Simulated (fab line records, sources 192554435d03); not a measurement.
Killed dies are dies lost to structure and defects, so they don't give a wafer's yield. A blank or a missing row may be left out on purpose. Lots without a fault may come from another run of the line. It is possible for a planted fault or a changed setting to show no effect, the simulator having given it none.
fab line records	flow n5-finfet
[record] lots = 7	wafers = 39
route steps=1938 shown FIN_SAQP@138 DUMMY_GATE@237 HKMG_FIN@386 MOL_CONTACT_COAG@610
start-h: start of the lot's first displayed wafer, in hours after the record's first day	wait-h: time in hours since the lot's previous step	" as in the row above	L1.1+2: a row that stands for several wafers	- no value present, or no start provided	* or withheld: withheld	< > ~ a bound
route shown NAME@n: names a module that has steps shown in the file, with the first one's number in the route	usual: mean/standard deviation taken from wafers without a fault	same: alike in all rows	chamber/n: place in a boat	sites: per-site readings	_std_site: the values' standard deviation	_edge_site: mean of outer sites minus mean of inner sites	radius-mm: for every site, how far away it sits from the centre of the wafer	mask NAME#n: copy n	behind: the tool/chamber that last shaped the wafer	hold: why the lot was held/for how many hours/how that ended	device: which transistor (n, p or np) failed to switch	end of line: tests of these same wafers at the route's end	where a step has no rows: the recipe by itself	killed: count of dies lost to structure and defects at first sort (not the wafer's yield)	map: a wafer's dies, marking killed ones x, the rest . and places with no die _
set.NAME: the setting that was run; set.NAME@STEP: the one run at that earlier step	model.NAME: the simulator's own value behind a step, which no gauge read
lots with deliberately changed settings; one table per step, one row per wafer
[[steps]]
[step N5_FIN_SAQP_SPACER2_ALD_28]
[recipe] material = SiO2	target-thk-a = 81	temp-c = 300	ald-precursor-family = BDEAS	ald-co-reactant = O2-plasma	pulse-time-s = 1	purge-time-s = 2	co-reactant-purge-time-s = 2	pressure-torr = 2
lot.wafer	tool	chamber	start-h	wait-h	set.target-thk-a	model.SiO2_of_FIN_SAQP_SPACER2_ALD_28.thk-nm
L075.2+6	ald-sin-03	3,1	32.60	0.2	81	8.2
L075.3	"	0	"	"	81	8
L077.1+5+6	ald-sin-04	0,3,2	45.21	1.1	72.14	7.2
L077.2	"	2	"	"	81	8
L077.3+4	"	3,1	"	"	81	8.2
L080.1+4+6	ald-sin-01	3,1,2	61.18	0.1	75.27	7.6
L080.2	"	0	"	"	81	8.2
L080.3+5	"	2,1	"	"	81	8
L082.1	ald-sin-04	0	75.71	0.1	90.71	9
L082.2+3+4	"	1,3,2	"	"	81	8.2
L082.5+6	"	1,0	"	"	90.71	9.2
L084.1+2+4	ald-sin-03	0,3,1	86.67	1.3	81	8
L084.3+6	"	2	"	"	91.14	9
L084.5	"	1	"	"	91.14	9.2
L088.1+3	ald-sin-03	3,2	109.79	0.1	74.87	7.4
L088.2	"	1	"	"	74.87	7.6
L088.4+5+6	"	0,0,3	"	"	81	8
L097.1+3+6	ald-sin-04	2,1,2	162.60	0.3	81	8.2
L097.2+5	"	0,1	"	"	92.21	9.2
L097.4	"	3	"	"	92.21	9.4
[step N5_FIN_SAQP_SPACER2_ETCHBACK_29]
[recipe] chemistry = CHF3/O2	mode = anisotropic-etchback	target = SiO2	target-depth-a = 122	time-s = 6.1	pressure-mtorr = 30	source-w = 650	bias-w = 170	Ar_flow_sccm = 200	CHF3_flow_sccm = 50	O2_flow_sccm = 5	ion-energy-ev = 200
[step N5_FIN_SAQP_MANDREL2_REMOVE_60]
[recipe] chemistry = HBr/Cl2/O2	bt-time-s = 10	target = a-Si	stop-on = SiNx	endpoint = OES-SiCl	over-etch-frac = 1	icp-w = 600	bias-w = 22	HBr_flow_sccm = 150	Cl2_flow_sccm = 80	O2_flow_sccm = 5	pressure-mtorr = 10
lot.wafer	tool	chamber	start-h	wait-h	set.target-thk-a@FIN_SAQP_SPACER2_ALD_28	model.FIN_SAQP.cd-nm
L075.2+3	rie-si-03	0,2	33.12	0.1	81	8.2
L075.6	"	3	"	"	81	7.8
L077.1+5+6	rie-si-05	0,2,3	45.62	0.1	72.14	7.2
L077.2	"	1	"	"	81	8
L077.3+4	"	2,3	"	"	81	8.2
L080.1+6	rie-si-03	0	61.60	0.1	75.27	7.4
L080.2	"	3	"	"	81	7.8
L080.3	"	1	"	"	81	8.2
L080.4	"	2	"	"	75.27	7.8
L080.5	"	3	"	"	81	8
L082.1	rie-si-02	2	76.20	0.1	90.71	9
L082.2	"	1	"	"	81	8
L082.3+4	"	3,0	"	"	81	8.2
L082.5+6	"	2,3	"	"	90.71	9.2
L084.1+2+4	rie-si-03	1,3,0	87.12	0.1	81	8
L084.3+5+6	"	2,2,1	"	"	91.14	9.2
L088.1+2	rie-si-02	3,0	110.20	0.1	74.87	7.6
L088.3	"	1	"	"	74.87	7.4
L088.4+6	"	2	"	"	81	8
L088.5	"	3	"	"	81	8.2
L097.1+3+6	rie-si-05	0,3,0	163.01	0.1	81	8.2
L097.2	"	2	"	"	92.21	9.2
L097.4+5	"	1	"	"	92.21	9.4
[step N5_FIN_SAQP_CD_MEAS_31]
[recipe] target-cd-nm = 8	landing-energy-ev = 1000	detector = se-inlens	polarity = line
[usual] cd-nm = 8.11/0.2
lot.wafer	tool	chamber	start-h	wait-h	set.target-thk-a@FIN_SAQP_SPACER2_ALD_28	cd-nm
L075.2	cd-sem-02	0	33.23	0.1	81	7.92
L075.3	"	0	"	"	81	8.50
L075.6	"	0	"	"	81	8.11
L077.1	cd-sem-01	0	45.73	0.1	72.14	7.21
L077.2	"	0	"	"	81	7.94
L077.3	"	0	"	"	81	7.86
L077.4	"	0	"	"	81	8.14
L077.5	"	0	"	"	72.14	7.38
L077.6	"	0	"	"	72.14	7.29
L080.1	cd-sem-01	0	61.71	0.1	75.27	7.35
L080.2	"	0	"	"	81	7.87
L080.3	"	0	"	"	81	8.01
L080.4	"	0	"	"	75.27	7.56
L080.5	"	0	"	"	81	7.62
L080.6	"	0	"	"	75.27	7.25
L082.1	cd-sem-01	0	76.31	0.1	90.71	8.94
L082.2	"	0	"	"	81	8.11
L082.3	"	0	"	"	81	7.86
L082.4	"	0	"	"	81	7.90
L082.5	"	0	"	"	90.71	9.44
L082.6	"	0	"	"	90.71	9.00
L084.1	cd-sem-02	0	87.23	0.1	81	8.16
L084.2	"	0	"	"	81	8.08
L084.3	"	0	"	"	91.14	9.33
L084.4	"	0	"	"	81	7.86
L084.5	"	0	"	"	91.14	9.07
L084.6	"	0	"	"	91.14	9.28
L088.1	cd-sem-02	0	110.31	0.1	74.87	7.52
L088.2	"	0	"	"	74.87	7.37
L088.3	"	0	"	"	74.87	7.41
L088.4	"	0	"	"	81	7.82
L088.5	"	0	"	"	81	8.40
L088.6	"	0	"	"	81	8.05
L097.1	cd-sem-01	0	163.12	0.1	81	8.21
L097.2	"	0	"	"	92.21	9.31
L097.3	"	0	"	"	81	8.06
L097.4	"	0	"	"	92.21	9.38
L097.5	"	0	"	"	92.21	9.49
L097.6	"	0	"	"	81	8.17
[step N5_FIN_SAQP_HM_OPEN_33]
[recipe] chemistry = CH3F/O2	target = SiNx	mask-material = SiO2	target-depth-a = 494	time-s = 70.6	pressure-mtorr = 30	source-w = 395	bias-w = 73	Ar_flow_sccm = 150	CH3F_flow_sccm = 30	O2_flow_sccm = 20	ion-energy-ev = 120	ends = cleared
lot.wafer	tool	chamber	start-h	wait-h	set.target-thk-a@FIN_SAQP_SPACER2_ALD_28	model.FIN_SAQP.cd-nm
L075.2	rie-diel-04	1	33.36	0.1	81	8.2
L075.3	"	2	"	"	81	8.4
L075.6	"	1	"	"	81	8
L077.1	rie-diel-02	3	45.78	0.0	72.14	7.2
L077.2	"	1	"	"	81	8
L077.3	"	0	"	"	81	8.4
L077.4	"	2	"	"	81	8.2
L077.5+6	"	2,1	"	"	72.14	7.4
L080.1	rie-diel-05	2	61.76	0.0	75.27	7.4
L080.2+5	"	1,3	"	"	81	8
L080.3	"	0	"	"	81	8.4
L080.4	"	3	"	"	75.27	7.8
L080.6	"	0	"	"	75.27	7.6
L082.1+5	rie-diel-02	0,3	76.36	0.0	90.71	9
L082.2	"	2	"	"	81	8
L082.3+4	"	1,3	"	"	81	8.2
L082.6	"	2	"	"	90.71	9.2
L084.1	rie-diel-05	1	87.33	0.1	81	8
L084.2+4	"	2,3	"	"	81	7.8
L084.3+5+6	"	0,1,0	"	"	91.14	9.2
L088.1+2	rie-diel-02	2,1	110.36	0.0	74.87	7.6
L088.3	"	3	"	"	74.87	7.4
L088.4	"	0	"	"	81	8
L088.5	"	1	"	"	81	8.2
L088.6	"	0	"	"	81	7.8
L097.1+3+6	rie-diel-04	1,0,2	163.17	0.0	81	8.2
L097.2+4	"	2,3	"	"	92.21	9.2
L097.5	"	1	"	"	92.21	9.4
[step N5_FIN_SAQP_ETCH_34]
[recipe] chemistry = C4F6/O2	target = SiO2	target-depth-a = 450	time-s = 15	ion-energy-ev = 250	pressure-mtorr = 30	source-w = 345	bias-w = 185	Ar_flow_sccm = 300	C4F6_flow_sccm = 10	O2_flow_sccm = 10	ends = cleared
lot.wafer	tool	chamber	start-h	wait-h	set.target-thk-a@FIN_SAQP_SPACER2_ALD_28	model.FIN_SAQP.cd-nm
L075.2	rie-diel-04	1	33.43	0.0	81	8.4
L075.3+6	"	2,1	"	"	81	8.2
L077.1	rie-diel-02	3	45.85	0.0	72.14	7.4
L077.2	"	1	"	"	81	7.8
L077.3	"	0	"	"	81	8.4
L077.4	"	2	"	"	81	8
L077.5+6	"	2,1	"	"	72.14	7.2
L080.1	rie-diel-05	2	61.83	0.0	75.27	7.4
L080.2	"	1	"	"	81	8
L080.3	"	0	"	"	81	8.4
L080.4	"	3	"	"	75.27	7.8
L080.5	"	3	"	"	81	7.8
L080.6	"	0	"	"	75.27	7.6
L082.1	rie-diel-02	0	76.43	0.0	90.71	9
L082.2	"	2	"	"	81	8
L082.3	"	1	"	"	81	8.2
L082.4	"	3	"	"	81	8.4
L082.5+6	"	3,2	"	"	90.71	9.2
L084.1	rie-diel-05	1	87.40	0.0	81	8
L084.2+4	"	2,3	"	"	81	7.8
L084.3+5	"	0,1	"	"	91.14	9.4
L084.6	"	0	"	"	91.14	9.2
L088.1+2+3	rie-diel-02	2,1,3	110.43	0.0	74.87	7.4
L088.4+5	"	0,1	"	"	81	8
L088.6	"	0	"	"	81	7.8
L097.1	rie-diel-04	1	163.24	0.0	81	8.4
L097.2	"	2	"	"	92.21	9.2
L097.3	"	0	"	"	81	8
L097.4	"	3	"	"	92.21	9.4
L097.5	"	1	"	"	92.21	9.6
L097.6	"	2	"	"	81	8.2
[step N5_FIN_SAQP_STRIP_77]
[recipe] chemistry = N2/H2	time-s = 90	power-w = 100	temp-c = 40	pressure-mtorr = 100	rf-frequency-hz = 6e+07	bias-power-w = 3	n2-flow-sccm = 300	h2-flow-sccm = 300
[step N5_FIN_SAQP_HM_CD_35]
[recipe] target-cd-nm = 8	polarity = line
[usual] cd-nm = 8.15/0.28
lot.wafer	tool	chamber	start-h	wait-h	set.target-thk-a@FIN_SAQP_SPACER2_ALD_28	cd-nm
L075.2	cd-sem-02	-	33.58	0.1	81	8.49
L075.3	"	-	"	"	81	8.41
L075.6	"	-	"	"	81	8.08
L077.1	cd-sem-02	-	46.00	0.1	72.14	7.48
L077.2	"	-	"	"	81	8.02
L077.3	"	-	"	"	81	8.39
L077.4	"	-	"	"	81	7.89
L077.5	"	-	"	"	72.14	6.97
L077.6	"	-	"	"	72.14	7.15
L080.1	cd-sem-01	-	61.98	0.1	75.27	7.54
L080.2	"	-	"	"	81	7.92
L080.3	"	-	"	"	81	8.12
L080.4	"	-	"	"	75.27	7.58
L080.5	"	-	"	"	81	7.70
L080.6	"	-	"	"	75.27	7.77
L082.1	cd-sem-01	-	76.58	0.1	90.71	8.82
L082.2	"	-	"	"	81	8.09
L082.3	"	-	"	"	81	8.10
L082.4	"	-	"	"	81	8.84
L082.5	"	-	"	"	90.71	9.09
L082.6	"	-	"	"	90.71	9.03
L084.1	cd-sem-02	-	87.54	0.1	81	8.10
L084.2	"	-	"	"	81	7.62
L084.3	"	-	"	"	91.14	9.61
L084.4	"	-	"	"	81	7.89
L084.5	"	-	"	"	91.14	9.64
L084.6	"	-	"	"	91.14	9.20
L088.1	cd-sem-03	-	110.57	0.1	74.87	7.40
L088.2	"	-	"	"	74.87	7.81
L088.3	"	-	"	"	74.87	7.69
L088.4	"	-	"	"	81	7.90
L088.5	"	-	"	"	81	8.11
L088.6	"	-	"	"	81	8.19
L097.1	cd-sem-01	-	163.38	0.1	81	8.19
L097.2	"	-	"	"	92.21	9.30
L097.3	"	-	"	"	81	8.35
L097.4	"	-	"	"	92.21	9.51
L097.5	"	-	"	"	92.21	9.98
L097.6	"	-	"	"	81	7.91
[step N5_FIN_SAQP_ETCH_64]
[recipe] chemistry = CF4	target = SiO2	target-depth-a = 15	ion-energy-ev = 350	pressure-mtorr = 10	icp-w = 800	bias-w = 400	cf4-flow-sccm = 80
[step N5_FIN_SAQP_FIN_ETCH_36]
[recipe] chemistry = HBr/Cl2/O2	target-depth-a = 1200	mask-material = SiNx	time-s = 50.4	bias-w = 102	pressure-mtorr = 10	icp-w = 800	HBr_flow_sccm = 150	Cl2_flow_sccm = 80	O2_flow_sccm = 12
[step N5_FIN_SAQP_CD_MEAS_37]
[recipe] target-cd-nm = 8	polarity = line
[usual] cd-nm = 8.09/0.29
lot.wafer	tool	chamber	start-h	wait-h	set.target-thk-a@FIN_SAQP_SPACER2_ALD_28	cd-nm
L075.2	cd-sem-01	-	33.76	0.1	81	8.13
L075.3	"	-	"	"	81	8.57
L075.6	"	-	"	"	81	8.39
L077.1	cd-sem-03	-	46.18	0.1	72.14	7.36
L077.2	"	-	"	"	81	7.70
L077.3	"	-	"	"	81	8.10
L077.4	"	-	"	"	81	7.83
L077.5	"	-	"	"	72.14	6.72
L077.6	"	-	"	"	72.14	7.30
L080.1	cd-sem-03	-	62.16	0.1	75.27	7.29
L080.2	"	-	"	"	81	7.75
L080.3	"	-	"	"	81	8.47
L080.4	"	-	"	"	75.27	7.52
L080.5	"	-	"	"	81	7.66
L080.6	"	-	"	"	75.27	7.84
L082.1	cd-sem-03	-	76.77	0.1	90.71	8.83
L082.2	"	-	"	"	81	7.68
L082.3	"	-	"	"	81	7.81
L082.4	"	-	"	"	81	8.42
L082.5	"	-	"	"	90.71	9.12
L082.6	"	-	"	"	90.71	8.68
L084.1	cd-sem-03	-	87.73	0.1	81	8.23
L084.2	"	-	"	"	81	7.64
L084.3	"	-	"	"	91.14	9.41
L084.4	"	-	"	"	81	7.75
L084.5	"	-	"	"	91.14	9.26
L084.6	"	-	"	"	91.14	8.79
L088.1	cd-sem-01	-	110.76	0.1	74.87	7.52
L088.2	"	-	"	"	74.87	7.33
L088.3	"	-	"	"	74.87	7.59
L088.4	"	-	"	"	81	7.78
L088.5	"	-	"	"	81	8.16
L088.6	"	-	"	"	81	7.67
L097.1	cd-sem-02	-	163.57	0.1	81	7.72
L097.2	"	-	"	"	92.21	9.34
L097.3	"	-	"	"	81	8.19
L097.4	"	-	"	"	92.21	9.26
L097.5	"	-	"	"	92.21	9.38
L097.6	"	-	"	"	81	8.16
[step N5_DUMMY_GATE_ETCH_37]
[recipe] chemistry = N2/H2	target = SOC	target-depth-a = 600	overetch-a = 300	temp-c = 40	ion-energy-ev = 200	pressure-mtorr = 30	source-w = 840	bias-w = 150	n2-flow-sccm = 200	h2-flow-sccm = 200
[usual] rf-vpp-V = 523.9/2.8
lot.wafer	tool	chamber	start-h	wait-h	set.source-w	rf-vpp-V
L075.2	rie-diel-01	1	53.57	0.0	840	526.9
L075.3	"	0	"	"	840	523.1
L075.6	"	0	"	"	840	523.7
L077.1	rie-diel-01	1	67.10	0.0	840	526.4
L077.2	"	2	"	"	957.2	504.8
L077.3	"	0	"	"	840	522.7
L077.4	"	3	"	"	840	523.2
L077.5	"	1	"	"	957.2	504.2
L077.6	"	0	"	"	957.2	501.5
L080.1	rie-diel-03	0	81.30	0.0	927.2	510.4
L080.2	"	2	"	"	927.2	510.1
L080.3	"	3	"	"	840	522.9
L080.4	"	1	"	"	927.2	503.6
L080.5	"	2	"	"	840	526.5
L080.6	"	3	"	"	840	522.1
L082.1	rie-diel-03	1	98.61	0.0	694.5	553.0
L082.2	"	2	"	"	694.5	562.2
L082.3	"	3	"	"	840	521.4
L082.4	"	0	"	"	840	526.6
L082.5	"	0	"	"	840	527.2
L082.6	"	3	"	"	694.5	555.1
L084.1	rie-diel-03	1	108.59	0.0	711.6	549.4
L084.2	"	2	"	"	840	526.6
L084.3	"	0	"	"	711.6	556.4
L084.4	"	3	"	"	840	520.5
L084.5	"	2	"	"	711.6	555.4
L084.6	"	1	"	"	840	520.5
L088.1	rie-diel-01	0	131.71	0.0	840	524.1
L088.2	"	3	"	"	719.9	552.1
L088.3	"	1	"	"	719.9	553.8
L088.4	"	1	"	"	840	526.5
L088.5	"	3	"	"	840	523.2
L088.6	"	0	"	"	719.9	551.3
L097.1	rie-diel-01	2	183.27	0.0	975.4	501.0
L097.2	"	0	"	"	975.4	499.5
L097.3	"	3	"	"	840	524.4
L097.4	"	3	"	"	840	524.8
L097.5	"	2	"	"	840	526.7
L097.6	"	0	"	"	975.4	498.4
[step N5_DUMMY_GATE_ETCH_31]
[recipe] chemistry = C4F6/O2	target = SiO2	mask-material = SOC	target-depth-a = 825	time-s = 27.5	ion-energy-ev = 250	pressure-mtorr = 30	source-w = 345	bias-w = 185	Ar_flow_sccm = 300	C4F6_flow_sccm = 10	O2_flow_sccm = 10
lot.wafer	tool	chamber	start-h	wait-h	set.target-depth-a	model.etch.depth-nm	model.SOC_of_DUMMY_GATE_COAT_34.thk-nm
L075.2	rie-diel-01	2	53.85	0.0	825	80.95	51.8
L075.3	"	0	"	"	825	80.07	52
L075.6	"	3	"	"	825	82.96	51.8
L077.1	rie-diel-03	2	67.44	0.1	788.6	76.31	52.6
L077.2	"	1	"	"	788.6	76.9	52.4
L077.3	"	3	"	"	825	83.47	52.2
L077.4	"	0	"	"	825	81.54	51.8
L077.5	"	3	"	"	788.6	79.21	52.2
L077.6	"	0	"	"	825	81.4	51.8
L080.1	rie-diel-01	0	81.58	0.0	825	80.59	51.8
L080.2	"	3	"	"	825	83.18	51.2
L080.3	"	1	"	"	886.2	89.7	51
L080.4	"	2	"	"	886.2	85.93	51
L080.5	"	0	"	"	886.2	87.57	51
L080.6	"	1	"	"	825	82.95	51.6
L082.1	rie-diel-03	1	98.89	0.0	719.7	69.96	52.8
L082.2	"	0	"	"	719.7	71.19	52.8
L082.3	"	2	"	"	719.7	68.55	53.2
L082.4	"	3	"	"	825	83.89	51.8
L082.5	"	2	"	"	825	78.99	52.2
L082.6	"	3	"	"	825	83.59	52
L084.1	rie-diel-06	1	108.87	0.0	920.1	91.51	51
L084.2	"	2	"	"	825	83.9	51.6
L084.3	"	0	"	"	920.1	92.63	50.8
L084.4	"	3	"	"	920.1	93.59	50.6
L084.5	"	0	"	"	825	83.33	51.6
L084.6	"	3	"	"	825	83.46	51.8
L088.1	rie-diel-06	0	131.99	0.0	738.6	75.3	52.2
L088.2	"	2	"	"	825	82.93	51.8
L088.3	"	3	"	"	825	85.33	51.4
L088.4	"	1	"	"	825	83.44	51.8
L088.5	"	1	"	"	738.6	75.06	52.4
L088.6	"	0	"	"	738.6	75.99	52.4
L097.1	rie-diel-06	3	183.59	0.0	877.5	90.07	51
L097.2	"	2	"	"	877.5	88.78	51.4
L097.3	"	0	"	"	825	84.36	51.6
L097.4	"	1	"	"	825	82.48	52
L097.5	"	3	"	"	877.5	90.22	51.2
L097.6	"	2	"	"	825	82.97	51.8
[step N5_HKMG_FIN_HK_ALD_01]
[recipe] material = HfO2	target-thk-a = 16	temp-c = withheld	ald-precursor-family = HfCl4	ald-co-reactant = H2O	pulse-time-s = 3	purge-time-s = 3	co-reactant-purge-time-s = 2.5	co-reactant-pulse-time-s = 0.3	ald-cycles = 30
lot.wafer	tool	chamber	start-h	wait-h	set.ald-cycles
L075.2+3+6	ald-hk-02	1,2,2	76.47	0.0	30
L077.1+4+5	ald-hk-02	0,2,3	94.96	0.0	30
L077.2+3+6	"	3,1,0	"	"	28
L080.1+2+3	ald-hk-03	3,1,0	105.81	0.0	30
L080.4+5+6	"	2,3,2	"	"	28
L082.1+2+3+4+5+6	ald-hk-03	1,2,3,0,2,1	121.90	0.0	30
L084.1+3+6	ald-hk-02	2,3,1	131.51	0.0	30
L084.2+4+5	"	0,1,2	"	"	27
L088.1+3+5	ald-hk-01	3,0,2	156.72	0.0	26
L088.2+4+6	"	1,2,3	"	"	30
L097.1+2+3+4+5+6	ald-hk-02	1,0,3,2,0,1	209.17	0.0	30
[step N5_MOL_CONTACT_COAG_ETCH_67]
[recipe] chemistry = N2/H2	target = SOC	target-depth-a = 600	overetch-a = 210	mask-material = SiARC	temp-c = 40	time-s = 101.2	ion-energy-ev = 200	pressure-mtorr = 30	source-w = 840	bias-w = 150	n2-flow-sccm = 200	h2-flow-sccm = 200
[usual] rf-vpp-V = 523/3.2
lot.wafer	tool	chamber	start-h	wait-h	set.source-w	rf-vpp-V
L075.2	rie-diel-04	3	110.40	0.0	840	523
L075.3	"	2	"	"	840	522
L075.6	"	0	"	"	840	528
L077.1	rie-diel-05	3	124.27	0.0	840	522
L077.2	"	2	"	"	768.7	534
L077.3	"	0	"	"	840	526
L077.4	"	1	"	"	840	528
L077.5	"	2	"	"	768.7	532
L077.6	"	3	"	"	768.7	539
L080.1	rie-diel-05	1	135.25	0.0	840	528
L080.2	"	2	"	"	748.3	538
L080.3	"	3	"	"	840	525
L080.4	"	3	"	"	748.3	542
L080.5	"	1	"	"	748.3	546
L080.6	"	2	"	"	840	518
L082.1	rie-diel-05	2	151.15	0.0	968	494
L082.2	"	3	"	"	840	522
L082.3	"	1	"	"	968	502
L082.4	"	3	"	"	840	522
L082.5	"	1	"	"	840	526
L082.6	"	2	"	"	968	494
L084.1	rie-diel-04	3	159.42	0.0	840	522
L084.2	"	0	"	"	840	528
L084.3	"	2	"	"	840	522
L084.4	"	0	"	"	840	528
L084.5	"	2	"	"	840	523
L084.6	"	3	"	"	840	522
L088.1	rie-diel-05	2	188.12	0.0	840	516
L088.2	"	0	"	"	935.9	506
L088.3	"	1	"	"	840	525
L088.4	"	3	"	"	840	520
L088.5	"	1	"	"	935.9	509
L088.6	"	0	"	"	935.9	508
L097.1	rie-diel-02	3	238.05	0.0	840	522
L097.2	"	2	"	"	840	523
L097.3	"	1	"	"	840	525
L097.4	"	0	"	"	840	521
L097.5	"	1	"	"	840	526
L097.6	"	2	"	"	840	523
[[key]]
[split] step = N5_FIN_SAQP_SPACER2_ALD_28	setting = target-thk-a	stated = 81	by = wafer
[response] step = N5_FIN_SAQP_SPACER2_ALD_28	reading = model.SiO2_of_FIN_SAQP_SPACER2_ALD_28.thk-nm	change = +0.0791	per = 1%	r = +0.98
[response] step = N5_FIN_SAQP_MANDREL2_REMOVE_60	reading = model.FIN_SAQP.cd-nm	change = +0.0838	per = 1%	r = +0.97
[response] step = N5_FIN_SAQP_CD_MEAS_31	reading = cd-nm	change = +0.0863	per = 1%	r = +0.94
[response] step = N5_FIN_SAQP_HM_OPEN_33	reading = model.FIN_SAQP.cd-nm	change = +0.0827	per = 1%	r = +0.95
[response] step = N5_FIN_SAQP_ETCH_34	reading = model.FIN_SAQP.cd-nm	change = +0.0866	per = 1%	r = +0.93
[response] step = N5_FIN_SAQP_HM_CD_35	reading = cd-nm	change = +0.0876	per = 1%	r = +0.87
[response] step = N5_FIN_SAQP_CD_MEAS_37	reading = cd-nm	change = +0.0823	per = 1%	r = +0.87
[split] step = N5_DUMMY_GATE_ETCH_37	setting = source-w	stated = 840	by = wafer
[response] step = N5_DUMMY_GATE_ETCH_37	reading = rf-vpp-V	change = -1.76	per = 1%	r = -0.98
[split] step = N5_DUMMY_GATE_ETCH_31	setting = target-depth-a	stated = 825	by = wafer
[response] step = N5_DUMMY_GATE_ETCH_31	reading = model.etch.depth-nm	change = +0.867	per = 1%	r = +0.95
[response] step = N5_DUMMY_GATE_ETCH_31	reading = model.SOC_of_DUMMY_GATE_COAT_34.thk-nm	change = -0.0744	per = 1%	r = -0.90
[split] step = N5_HKMG_FIN_HK_ALD_01	setting = ald-cycles	stated = 30	by = wafer
response none in this file
[split] step = N5_MOL_CONTACT_COAG_ETCH_67	setting = source-w	stated = 840	by = wafer
[response] step = N5_MOL_CONTACT_COAG_ETCH_67	reading = rf-vpp-V	change = -1.51	per = 1%	r = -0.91
